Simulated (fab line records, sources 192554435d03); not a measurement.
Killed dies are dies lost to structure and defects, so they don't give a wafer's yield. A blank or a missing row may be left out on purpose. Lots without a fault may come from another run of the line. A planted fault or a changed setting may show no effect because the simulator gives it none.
Which tool did it? | flow n5_finfet | 10 lots, 30 wafers sampled, at 4 steps of a route of 1938

WHAT THE GAUGES READ, wafer by wafer
N5_PASSIVATION_OVL_MEAS_66. Usual: PASS_OPEN_OVL 4 nm, standard deviation 6.1.
lot  | measured     | on         | PASS_OPEN_OVL (nm) | flag
L453 | day 11 21:55 | overlay-01 | 0 8 7              |
L459 | day 13 07:34 | overlay-02 | 2 5 14             |
L462 | day 13 15:17 | overlay-02 | -1 4 13            |
L461 | day 14 05:47 | overlay-01 | 2 11 8             |
L466 | day 15 07:35 | overlay-02 | 12 1 2             |
L468 | day 16 01:45 | overlay-02 | 2 0 2              |
L472 | day 17 04:42 | overlay-01 | 4 -2 2             |
L471 | day 17 08:25 | overlay-01 | -5 10 13           |
L475 | day 18 01:49 | overlay-02 | 15 13 15           |
L476 | day 17 21:38 | overlay-01 | 4 -2 2             |

WHICH TOOL RAN EACH LOT (tool, then ch and the chambers of the sampled wafers, then the start)
lot  | N5_BEOL_M15_TRENCH_ETCH_34         | N5_PASSIVATION_VIA_ETCH_13         | N5_PASSIVATION_DESCUM_32
L453 | rie_diel-04 ch 1,2, day 11 06:26   | rie_diel-03 ch 0,1,2, day 11 17:34 | rie_diel-02 ch 2,3, day 11 19:34
L459 | rie_diel-01 ch 0,2,3, day 12 18:00 | rie_diel-04 ch 0,2, day 13 04:21   | rie_diel-02 ch 0,1,3, day 13 05:44
L462 | rie_diel-01 ch 0,2,3, day 13 01:05 | rie_diel-04 ch 0,2,3, day 13 11:55 | rie_diel-05 ch 1,3, day 13 13:28
L461 | rie_diel-01 ch 0,1,3, day 13 14:14 | rie_diel-01 ch 1,2,3, day 14 02:15 | rie_diel-06 ch 0,2, day 14 03:40
L466 | rie_diel-01 ch 0,2,3, day 14 16:53 | rie_diel-01 ch 0,1,2, day 15 04:25 | rie_diel-02 ch 0,1,3, day 15 05:46
L468 | rie_diel-04 ch 0,2,3, day 15 08:27 | rie_diel-03 ch 0,1,2, day 15 22:45 | rie_diel-06 ch 2,3, day 16 00:04
L472 | rie_diel-01 ch 2,3, day 16 11:47   | rie_diel-03 ch 2,3, day 17 01:40   | rie_diel-06 ch 1,2,3, day 17 02:53
L471 | rie_diel-01 ch 0,1,2, day 16 15:40 | rie_diel-01 ch 2,3, day 17 02:24   | rie_diel-05 ch 0,1,2, day 17 06:36
L475 | rie_diel-04 ch 0,1, day 17 03:26   | rie_diel-04 ch 1,2, day 17 21:54   | rie_diel-02 ch 0,3, day 17 23:58
L476 | rie_diel-04 ch 2,3, day 17 05:23   | rie_diel-01 ch 0,1,3, day 17 18:13 | rie_diel-02 ch 0,1, day 17 19:57
- N5_BEOL_M15_TRENCH_ETCH_34: etches SiO2 in C4F8/O2/Ar, target depth 872.93 nm, time 199 s.
- N5_PASSIVATION_VIA_ETCH_13: etches SiO2 in CHF3/O2, target depth 660 nm, time 330 s.
- N5_PASSIVATION_DESCUM_32: chemistry O2, time 7.9 s.

WHAT THE TOOLS THEMSELVES READ (means of the sampled wafers that have a number; where no wafer has one, the mark that the record gives instead)
N5_BEOL_M15_TRENCH_ETCH_34. Usual: C4F8_flow_sccm 16.00 sccm, standard deviation 0.048; O2_flow_sccm 12.00 sccm, standard deviation 0.035; drypump_motor_current_A 5.65 A, standard deviation 0.29; oes_product_au 0.76 a.u., standard deviation 0.068; rf_vpp_V 2207 V, standard deviation 24; showerhead_plenum_p_Torr 3.32 Torr, standard deviation 0.14; throttle_valve_pct 30.78 %, standard deviation 0.23.
lot  | tool        | C4F8_flow_sccm (sccm) | O2_flow_sccm (sccm) | drypump_motor_current_A (A) | oes_product_au (a.u.) | rf_vpp_V (V) | showerhead_plenum_p_Torr (Torr) | throttle_valve_pct (%) | flag
L453 | rie_diel-04 | 16.03                 | 11.98               | 5.35                        | 0.71                  | 2214         | 3.24                            | 31.10                  |
L459 | rie_diel-01 | 15.94                 | 12.02               | 5.67                        | 0.76                  | 2212         | 3.36                            | 30.67                  |
L462 | rie_diel-01 | 16.00                 | 11.97               | 5.68                        | 0.76                  | 2212         | 3.36                            | 30.68                  |
L461 | rie_diel-01 | 15.98                 | 11.98               | 5.74                        | 0.73                  | 2212         | 3.39                            | 30.78                  |
L466 | rie_diel-01 | 16.03                 | 12.00               | 5.65                        | 0.74                  | 2211         | 3.35                            | 30.70                  |
L468 | rie_diel-04 | 16.03                 | 12.01               | 5.69                        | 0.78                  | 2211         | 3.27                            | 30.63                  |
L472 | rie_diel-01 | 15.98                 | 11.99               | 5.59                        | 0.71                  | 2211         | 3.25                            | 30.87                  |
L471 | rie_diel-01 | 15.98                 | 12.02               | 5.81                        | 0.73                  | 2221         | 3.47                            | 30.55                  |
L475 | rie_diel-04 | 15.97                 | 12.03               | 5.14                        | 0.91                  | 2236         | 3.54                            | 30.78                  |
L476 | rie_diel-04 | 16.01                 | 12.03               | 5.90                        | 0.71                  | 2211         | 3.20                            | 30.76                  |

N5_PASSIVATION_VIA_ETCH_13. Usual: O2_flow_sccm 5.001 sccm, standard deviation 0.015; drypump_motor_current_A 5.65 A, standard deviation 0.29; etch_rf_on_time_s 237 s, standard deviation 3.8; oes_product_au 0.69 a.u., standard deviation 0.073; rf_vpp_V 521 V, standard deviation 6.5; showerhead_plenum_p_Torr 2.34 Torr, standard deviation 0.11; throttle_valve_pct 18.78 %, standard deviation 0.2.
lot  | tool        | O2_flow_sccm (sccm) | drypump_motor_current_A (A) | etch_rf_on_time_s (s) | oes_product_au (a.u.) | rf_vpp_V (V) | showerhead_plenum_p_Torr (Torr) | throttle_valve_pct (%) | flag
L453 | rie_diel-03 | 5.003               | 5.63                        | 240                   | 0.71                  | 514          | 2.26                            | 18.80                  |
L459 | rie_diel-04 | 5.011               | 5.39                        | 238                   | 0.78                  | 516          | 2.31                            | 18.57                  |
L462 | rie_diel-04 | 4.999               | 5.66                        | 237                   | 0.72                  | 522          | 2.30                            | 18.67                  |
L461 | rie_diel-01 | 4.988               | 5.76                        | 237                   | 0.65                  | 525          | 2.37                            | 18.82                  |
L466 | rie_diel-01 | 5.010               | 5.81                        | 236                   | 0.66                  | 524          | 2.43                            | 18.65                  |
L468 | rie_diel-03 | 4.998               | 5.66                        | 234                   | 0.69                  | 514          | 2.25                            | 18.83                  |
L472 | rie_diel-03 | 5.024               | 5.38                        | 235                   | 0.73                  | 515          | 2.34                            | 18.81                  |
L471 | rie_diel-01 | 5.010               | 5.61                        | 235                   | 0.65                  | 521          | 2.27                            | 19.00                  |
L475 | rie_diel-04 | 4.990               | 5.59                        | 240                   | 0.69                  | 522          | 2.33                            | 18.90                  |
L476 | rie_diel-01 | 5.001               | 5.70                        | 238                   | 0.65                  | 522          | 2.37                            | 18.87                  |

N5_PASSIVATION_DESCUM_32. Usual: drypump_motor_current_A 5.8 A, standard deviation 0.38; o2_flow_sccm 225.1 sccm, standard deviation 0.7; oes_product_au 0.82 a.u., standard deviation 0.069; rf_vpp_V 243.2 V, standard deviation 1.5; showerhead_plenum_p_Torr 2.09 Torr, standard deviation 0.079; throttle_valve_pct 20.40 %, standard deviation 0.21.
lot  | tool        | drypump_motor_current_A (A) | o2_flow_sccm (sccm) | oes_product_au (a.u.) | rf_vpp_V (V) | showerhead_plenum_p_Torr (Torr) | throttle_valve_pct (%) | flag
L453 | rie_diel-02 | 6.3                         | 224.2               | 0.74                  | 243.4        | 2.13                            | 20.43                  |
L459 | rie_diel-02 | 6.1                         | 225.6               | 0.82                  | 242.5        | 2.09                            | 20.26                  |
L462 | rie_diel-05 | 5.5                         | 225.9               | 0.88                  | 243.3        | 2.04                            | 20.28                  |
L461 | rie_diel-06 | 5.9                         | 224.4               | 0.87                  | 245.5        | 2.21                            | 20.30                  |
L466 | rie_diel-02 | 6.1                         | 224.4               | 0.80                  | 242.8        | 2.08                            | 20.28                  |
L468 | rie_diel-06 | 5.8                         | 224.8               | 0.84                  | 242.3        | 2.09                            | 20.33                  |
L472 | rie_diel-06 | 5.7                         | 225.4               | 0.86                  | 244.4        | 2.12                            | 20.36                  |
L471 | rie_diel-05 | 5.7                         | 225.0               | 0.83                  | 243.4        | 2.11                            | 20.54                  |
L475 | rie_diel-02 | 6.3                         | 224.8               | 0.78                  | 242.9        | 2.07                            | 20.31                  |
L476 | rie_diel-02 | 5.9                         | 224.8               | 0.81                  | 242.1        | 2.02                            | 20.28                  |

THE ANSWER, worked out from the rows above alone
Rule: a lot is off if the mean of its wafers that have a number lies more than 3 standard deviations from the usual mean. A lot without any number at a reading at which 4 lots or more have one is off too. The other lots that the step has rows for count as sound. The gauges are gone through in route order, then the tools' own readings, and for those a lot's mean is taken as printed above. The first step at which some lot is off is used, and at that step the reading that is off furthest; a lot without a number counts as furthest.
No lot is off at any reading shown: from this, nothing can be told.

WHAT THE SIMULATOR HAD PUT IN
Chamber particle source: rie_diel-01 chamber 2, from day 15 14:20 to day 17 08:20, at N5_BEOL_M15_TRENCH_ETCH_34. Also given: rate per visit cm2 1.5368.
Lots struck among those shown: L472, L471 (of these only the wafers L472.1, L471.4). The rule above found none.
